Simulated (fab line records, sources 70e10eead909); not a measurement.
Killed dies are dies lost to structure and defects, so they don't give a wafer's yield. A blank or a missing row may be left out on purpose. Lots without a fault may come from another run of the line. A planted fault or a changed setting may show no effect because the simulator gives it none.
A struck lot beside a sound one | flow nand_harc | 14 steps out of a route of 1302
Sound: wafers L548.1, L548.5, L548.6. Struck: wafer L566.6. (L566.5 of the same lot was not struck and is left out.) The cause comes at the end.
At each step with rows: each side's tool, then ch and its chambers, then its first start. Under that, the readings that differ: sound wafers | struck wafers | difference of the means | sigmas: that difference in standard deviations of wafers without a fault.
alike: readings whose means differ by less than 2 such deviations, and words and numbers that are the same on both sides. not compared: withheld readings, readings that some wafer has no value for, bounds like >300 that may hide the same value, and numbers for which the record gives no deviation and whose values overlap.
The two part at a step that has a row with sigmas, a row that says differs or no value, or rows on one side only. Numbers that don't overlap but have no deviation are shown without sigmas and don't part them. A reading that every wafer of one side lacks parts them only if that side has two wafers or more.

first, 1 step without rows for these wafers: NHARC_A_ONON_D1_DEP_09 (target thk 1000 nm).
NHARC_A_ONON_D1_THK_MEAS_11: measures by ellipsometry.
  sound on film_metro-01, day 8 15:52; struck on film_metro-02, day 16 05:12
  alike: thk_nm
then, 1 step without rows for these wafers: NHARC_A_ONON_D1_DEP_12 (target thk 1000 nm).
NHARC_A_ONON_D1_THK_MEAS_14: measures by ellipsometry.
  sound on film_metro-02, day 8 16:25; struck on film_metro-01, day 16 05:46
  reading     | sound          | struck | difference | sigmas
  thk_nm (nm) | 1019 1015 1017 | 997    | -20        | -2
then, 2 steps without rows for these wafers: NHARC_A_ONON_D1_ANNEAL_15 (time 3600 s); NHARC_A_ONON_D1_DEP_16 (target thk 1000 nm).
NHARC_A_ONON_D1_THK_MEAS_18: measures by ellipsometry.
  sound on film_metro-02, day 9 01:47; struck on film_metro-01, day 16 15:17
  alike: thk_nm
then, 1 step without rows for these wafers: NHARC_A_ONON_D1_DEP_19 (target thk 1000 nm).
NHARC_A_ONON_D1_THK_MEAS_21: measures by ellipsometry.
  sound on film_metro-02, day 9 02:20; struck on film_metro-01, day 16 15:52
  alike: thk_nm
then, 1 step without rows for these wafers: NHARC_A_ONON_D1_DEP_22 (target thk 1000 nm).
NHARC_A_ONON_D1_THK_MEAS_24: measures by ellipsometry.
  sound on film_metro-02, day 9 02:55; struck on film_metro-01, day 16 16:26
  alike: thk_nm
NHARC_A_ONON_D1_DEP_25: target thk 1000 nm.
  sound on pecvd_onon-01 ch 0, day 9 02:58; struck on pecvd_onon-01 ch 0, day 16 16:43
  alike: n2_flow_sccm, sih4_flow_sccm, susceptor_temp_C
NHARC_A_ONON_D1_THK_MEAS_27: measures by ellipsometry.
  sound on film_metro-01, day 9 03:29; struck on film_metro-01, day 16 17:00
  reading     | sound          | struck | difference | sigmas
  thk_nm (nm) | 1002 1001 1000 | 1042   | +41        | +5
then, 1 step without rows for these wafers: NHARC_A_ONON_D1_DEP_28 (target thk 1000 nm).

WHERE THEY PART
First at NHARC_A_ONON_D1_THK_MEAS_14; last, within this record, at NHARC_A_ONON_D1_THK_MEAS_27.

WHY: what the simulator had put in
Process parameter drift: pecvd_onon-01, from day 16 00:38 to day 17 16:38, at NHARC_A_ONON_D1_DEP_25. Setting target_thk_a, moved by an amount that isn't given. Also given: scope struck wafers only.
